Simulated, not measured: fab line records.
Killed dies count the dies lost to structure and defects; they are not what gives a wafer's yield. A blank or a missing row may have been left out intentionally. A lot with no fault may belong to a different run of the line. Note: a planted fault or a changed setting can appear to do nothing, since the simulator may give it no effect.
What tool caused it? ; flow nand harc ; 11 lots with 33 wafers sampled at 5 steps, on a route of 1302 steps

WHAT THE GAUGES READ, wafer by wafer
NHARC_END_SORT_01.
lot;measured;on;killed at array;killed at other;killed at periphery;killed dies;killed open;killed short
L209;day 25 12:11;prober-01;37 69 61;2 0 1;2 4 3;41 73 65;4 1 4;3 2 3
L210;day 25 21:04;prober-02;50 33 45;1 4 2;3 2 4;54 39 51;4 3 1;2 3 2
L211;day 25 20:14;prober-01;54 77 76;1 0 0;1 3 5;56 80 81;3 4 3;2 4 3
L213;day 26 14:56;prober-02;76 63 72;0 1 0;2 2 1;78 66 73;0 3 2;3 4 2
L214;day 27 16:04;prober-02;64 77 83;0 0 0;4 1 1;68 78 84;6 3 2;2 3 2
L216;day 28 15:27;prober-01;41 43 35;1 4 3;7 8 4;49 55 42;6 4 2;4 3 3
L217;day 28 20:52;prober-02;89 77 58;2 2 1;5 2 3;96 81 62;0 1 5;2 1 4
L222;day 31 04:50;prober-02;673 49 40;0 0 0;4 2 2;677 51 42;2 2 2;3 3 3
L225;day 31 17:18;prober-02;666 33 22;0 0 0;11 9 6;677 42 28;5 3 8;2 4 1
L229;day 33 14:22;prober-02;44 50 52;2 1 1;4 2 4;50 53 57;2 2 2;0 5 4
L230;day 33 11:23;prober-01;73 52 49;1 0 1;3 3 2;77 55 52;3 2 4;2 4 1

TOOL THAT RAN EACH LOT (tool first, then ch and the chambers of the sampled wafers, then the start)
lot;NHARC_A_STAIRCASE_STRIP_205;NHARC_A_STAIRCASE_TRIM_222;NHARC_A_STAIRCASE_TRIM_229;NHARC_A_STAIRCASE_TRIM_233
L209;plasma asher-02 ch 0,1, day 16 19:41;rie diel-01 ch 0,1,2, day 16 22:10 or earlier;rie diel-04 ch 0,1,2, day 16 22:10;rie diel-04 ch 1,2,3, day 25 12:11 or earlier
L210;plasma asher-01 ch 0,1, day 17 01:59;rie diel-04 ch 0,2,3, day 17 11:02 or earlier;rie diel-04 ch 0,2,3, day 17 11:02;rie diel-04 ch 1,2, day 25 21:04 or earlier
L211;plasma asher-02 ch 0,1, day 17 14:43;rie diel-04 ch 1,2,3, day 17 17:21 or earlier;rie diel-01 ch 0,2,3, day 17 17:21;rie diel-01 ch 0,1,3, day 25 20:14 or earlier
L213;plasma asher-02 ch 0,1, day 18 05:28;rie diel-01 ch 0,1, day 18 08:53 or earlier;rie diel-01 ch 1,2,3, day 18 08:53;rie diel-01 ch 1,2,3, day 26 14:56 or earlier
L214;plasma asher-02 ch 0,1, day 19 11:24;rie diel-04 ch 0,1,2, day 19 13:58 or earlier;rie diel-04 ch 2,3, day 19 13:58;rie diel-04 ch 0,1, day 27 16:04 or earlier
L216;plasma asher-02 ch 0,1, day 20 03:22;rie diel-01 ch 0,2, day 20 05:55 or earlier;rie diel-01 ch 0,2,3, day 20 05:55;rie diel-01 ch 0,2,3, day 28 15:27 or earlier
L217;plasma asher-01 ch 0,1, day 20 04:20;rie diel-01 ch 0,1,2, day 20 07:10 or earlier;rie diel-01 ch 0,1,3, day 20 07:10;rie diel-01 ch 0,2,3, day 28 20:52 or earlier
L222;plasma asher-02 ch 0,1, day 22 16:25;rie diel-01 ch 1,2, day 22 18:55 or earlier;rie diel-04 ch 0,2,3, day 22 18:55;rie diel-04 ch 0,2,3, day 31 04:50 or earlier
L225;plasma asher-02 ch 0,1, day 23 18:26;rie diel-01 ch 0,1,3, day 23 20:55 or earlier;rie diel-04 ch 0,2, day 23 20:55;rie diel-04 ch 2,3, day 31 17:18 or earlier
L229;plasma asher-01 ch 0,1, day 25 07:46;rie diel-01 ch 0,2, day 25 10:11 or earlier;rie diel-01 ch 1,3, day 25 10:11;rie diel-01 ch 0,1,3, day 33 14:22 or earlier
L230;plasma asher-02 ch 0,1, day 25 07:54;rie diel-13 ch 1,3, day 25 10:39 or earlier;rie diel-01 ch 1,2,3, day 25 10:39;rie diel-01 ch 1,2, day 33 11:23 or earlier
- NHARC_A_STAIRCASE_STRIP_205: strips in O2.
- NHARC_A_STAIRCASE_TRIM_222: chemistry O2, time 211.2 s.
- NHARC_A_STAIRCASE_TRIM_229: chemistry O2, time 211.2 s.
- NHARC_A_STAIRCASE_TRIM_233: chemistry O2, time 211.2 s.

WHAT THE TOOLS THEMSELVES READ (means of the sampled wafers that have a number; where no wafer has one, the mark that the record gives instead)
NHARC_A_STAIRCASE_STRIP_205.
lot;tool;drypump motor current A (A);heater power w (W)
L209;plasma asher-02;5.4;321
L210;plasma asher-01;6.3;358
L211;plasma asher-02;5.3;342
L213;plasma asher-02;5.3;340
L214;plasma asher-02;5.4;323
L216;plasma asher-02;5.3;344
L217;plasma asher-01;6.0;348
L222;plasma asher-02;5.3;346
L225;plasma asher-02;5.4;320
L229;plasma asher-01;6.1;343
L230;plasma asher-02;5.3;338

NHARC_A_STAIRCASE_TRIM_222.
lot;tool;drypump motor current A (A);oes product au (a.u.);rf vpp V (V);showerhead plenum p Torr (Torr);throttle valve pct (%)
L209;rie diel-01;5.8;1.000;58.5;3.61;17.037
L210;rie diel-04;5.8;0.990;57.6;3.58;17.034
L211;rie diel-04;5.9;1.011;58.3;3.52;17.025
L213;rie diel-01;5.5;0.997;58.4;3.66;17.036
L214;rie diel-04;5.7;0.997;57.8;3.45;17.039
L216;rie diel-01;5.6;1.011;58.9;3.64;17.036
L217;rie diel-01;5.8;1.004;58.5;3.60;17.044
L222;rie diel-01;6.0;1.008;58.5;3.55;17.046
L225;rie diel-01;5.4;1.001;57.4;3.62;17.042
L229;rie diel-01;5.6;0.997;58.1;3.62;17.043
L230;rie diel-13;6.1;0.997;57.9;3.76;17.043

NHARC_A_STAIRCASE_TRIM_229.
lot;tool;drypump motor current A (A);oes product au (a.u.);rf vpp V (V);showerhead plenum p Torr (Torr);throttle valve pct (%)
L209;rie diel-04;5.7;1.000;57.7;3.46;17.034
L210;rie diel-04;5.8;0.987;58.0;3.58;17.026
L211;rie diel-01;5.7;1.002;57.6;3.59;17.039
L213;rie diel-01;5.9;0.996;58.2;3.55;17.035
L214;rie diel-04;6.0;1.000;57.5;3.64;17.036
L216;rie diel-01;5.6;0.997;58.0;3.58;17.032
L217;rie diel-01;5.4;1.007;57.9;3.64;17.035
L222;rie diel-04;5.8;1.077;57.6;3.56;17.043
L225;rie diel-04;5.6;1.086;58.4;3.44;17.040
L229;rie diel-01;5.6;0.997;58.2;3.58;17.044
L230;rie diel-01;5.8;1.000;58.7;3.52;17.033

NHARC_A_STAIRCASE_TRIM_233.
lot;tool;drypump motor current A (A);oes product au (a.u.);rf vpp V (V);showerhead plenum p Torr (Torr);throttle valve pct (%)
L209;rie diel-04;6.0;1.002;57.8;3.53;17.033
L210;rie diel-04;5.9;1.008;58.1;3.39;17.028
L211;rie diel-01;5.4;1.009;58.2;3.65;17.039
L213;rie diel-01;5.8;0.998;58.0;3.55;17.032
L214;rie diel-04;5.7;0.993;58.1;3.49;17.038
L216;rie diel-01;5.6;1.003;56.7;3.58;17.035
L217;rie diel-01;5.6;1.009;57.3;3.58;17.042
L222;rie diel-04;5.8;0.997;58.3;3.56;17.039
L225;rie diel-04;5.8;1.008;57.2;3.52;17.032
L229;rie diel-01;5.4;0.990;59.1;3.62;17.032
L230;rie diel-01;6.0;0.998;57.9;3.54;17.042

THE ANSWER, worked out from the rows above alone
Rule: the usual values come from the lots themselves. The widest of any qualifying gaps counts: lots, ordered by their means at a reading, are off when they make up no more than a third of the lots, leave a main group of 4 or more, and stand apart from it by 3 or more times the standard deviation of that group's means. If all means in a main group match to the digits the tables above print for the reading, that group is not used. A lot without any number at a reading at which 4 lots or more have one is off too. Where the step has rows for the other lots, those lots are counted as sound. First the gauges in route order, then the tools' own readings, where a lot's mean is used as printed above. The first step at which some lot is off is used, and at that step the reading that is off furthest; a lot without a number counts as furthest.
Off: L222, L225 (NHARC_END_SORT_01, killed dies). Mean 64 and standard deviation 11 in the main group.
If a tool, at a process step before that reading, ran all the lots that are off and no sound lot after the first of them, it fits. Not tried: the gauges at NHARC_END_SORT_01; whatever is off there is also off at NHARC_A_STAIRCASE_TRIM_229, on other tools, and gauge error can't account for it. NHARC_A_STAIRCASE_TRIM_222: start missing for some lots; hours and lot order therefore follow NHARC_A_STAIRCASE_TRIM_229. NHARC_A_STAIRCASE_TRIM_233: start missing for some lots; hours and lot order therefore follow NHARC_END_SORT_01. One fits: NHARC_A_STAIRCASE_TRIM_229 and NHARC_A_STAIRCASE_TRIM_233 on rie diel-04. At NHARC_A_STAIRCASE_TRIM_229 its last sound lot is L214 (day 19 13:58), its first lot that is off L222 (day 22 18:55): a fault that began between those two fits.
The tool's own readings at NHARC_A_STAIRCASE_TRIM_229 bear it out: on the lots that are off they differ by more than 5 times the standard deviation of the sound lots' means. oes product au reads 1.082 a.u. there against 0.998 a.u. on the sound lots.

WHAT THE SIMULATOR HAD PUT IN
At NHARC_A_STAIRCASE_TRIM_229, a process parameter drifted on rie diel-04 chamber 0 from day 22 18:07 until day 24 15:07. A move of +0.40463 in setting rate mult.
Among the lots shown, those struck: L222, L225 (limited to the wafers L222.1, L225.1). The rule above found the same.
